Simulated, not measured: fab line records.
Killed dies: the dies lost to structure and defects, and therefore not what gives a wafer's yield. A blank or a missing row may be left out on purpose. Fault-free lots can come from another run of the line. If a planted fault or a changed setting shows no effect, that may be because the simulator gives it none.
The tool behind it: which one? | flow nand harc | 36 wafers from 12 lots sampled at 3 of the route's 1302 steps

WHAT THE GAUGES SHOWED, per wafer
NHARC_P_CONTACT_INSPECT_27.
lot  | measured     | on                | raw defect count
L074 | day 6 06:49  | defect inspect-02 | 216 205 235
L077 | day 7 10:17  | defect inspect-01 | 862 316 346
L079 | day 7 22:04  | defect inspect-02 | 318 346 222
L081 | day 8 21:12  | defect inspect-01 | 340 367 524
L084 | day 10 00:43 | defect inspect-01 | 348 310 328
L085 | day 10 17:28 | defect inspect-01 | 380 387 407
L087 | day 11 05:27 | defect inspect-02 | 218 220 326
L089 | day 12 05:05 | defect inspect-01 | 239 233 379
L091 | day 13 04:29 | defect inspect-01 | 138 107 208
L093 | day 14 03:11 | defect inspect-02 | 291 324 450
L096 | day 14 20:00 | defect inspect-02 | 321 227 230
L097 | day 15 13:42 | defect inspect-01 | 285 179 475

WHICH TOOL RAN EACH LOT (tool, then ch and the chambers of the sampled wafers, then the start)
lot  | NHARC_P_GATE_DESCUM_13             | NHARC_P_GATE_ETCH_114
L074 | rie diel-09 ch 0,1,2, day 4 16:46  | rie diel-12 ch 1,2,3, day 6 06:49 or earlier
L077 | rie diel-12 ch 0,1,2, day 5 14:53  | rie diel-12 ch 0,2,3, day 7 10:17 or earlier
L079 | rie diel-09 ch 0,1, day 6 08:37    | rie diel-09 ch 0,1, day 7 22:04 or earlier
L081 | rie diel-12 ch 0,2,3, day 7 07:29  | rie diel-12 ch 0,1,3, day 8 21:12 or earlier
L084 | rie diel-12 ch 1,2,3, day 8 08:25  | rie diel-12 ch 0,1,3, day 10 00:43 or earlier
L085 | rie diel-12 ch 1,2,3, day 9 02:28  | rie diel-03 ch 1,2,3, day 10 17:28 or earlier
L087 | rie diel-09 ch 1,2,3, day 9 15:57  | rie diel-09 ch 0,1,2, day 11 05:27 or earlier
L089 | rie diel-12 ch 0,1,2, day 10 14:38 | rie diel-03 ch 0,1,2, day 12 05:05 or earlier
L091 | rie diel-03 ch 0,1, day 11 13:56   | rie diel-09 ch 0,1,3, day 13 04:29 or earlier
L093 | rie diel-03 ch 0,3, day 12 12:44   | rie diel-03 ch 0,1,2, day 14 03:11 or earlier
L096 | rie diel-12 ch 1,2, day 13 06:42   | rie diel-03 ch 0,2,3, day 14 20:00 or earlier
L097 | rie diel-12 ch 0,1,3, day 13 21:43 | rie diel-03 ch 1,2,3, day 15 13:42 or earlier
- NHARC_P_GATE_DESCUM_13: chemistry O2, time 3 s.
- NHARC_P_GATE_ETCH_114: etches the open film in CF4/O2, target depth 30 nm, overetch 3 nm, time 16.5 s.

THE ANSWER, worked out from the rows above alone
Rule: the lots themselves supply what counts as usual. The widest of any qualifying gaps counts: lots, ordered by their means at a reading, are off when they make up no more than a third of the lots, leave a main group of 4 or more, and stand apart from it by 3 or more times the standard deviation of that group's means. The tables above print the reading to a certain number of digits; a main group whose means all agree to those digits is not used. A lot without any number at a reading at which 4 lots or more have one is off too. The other lots that the step has rows for count as sound.
No lot is off at any reading shown: from this, nothing can be told.

WHAT THE SIMULATOR HAD INSERTED
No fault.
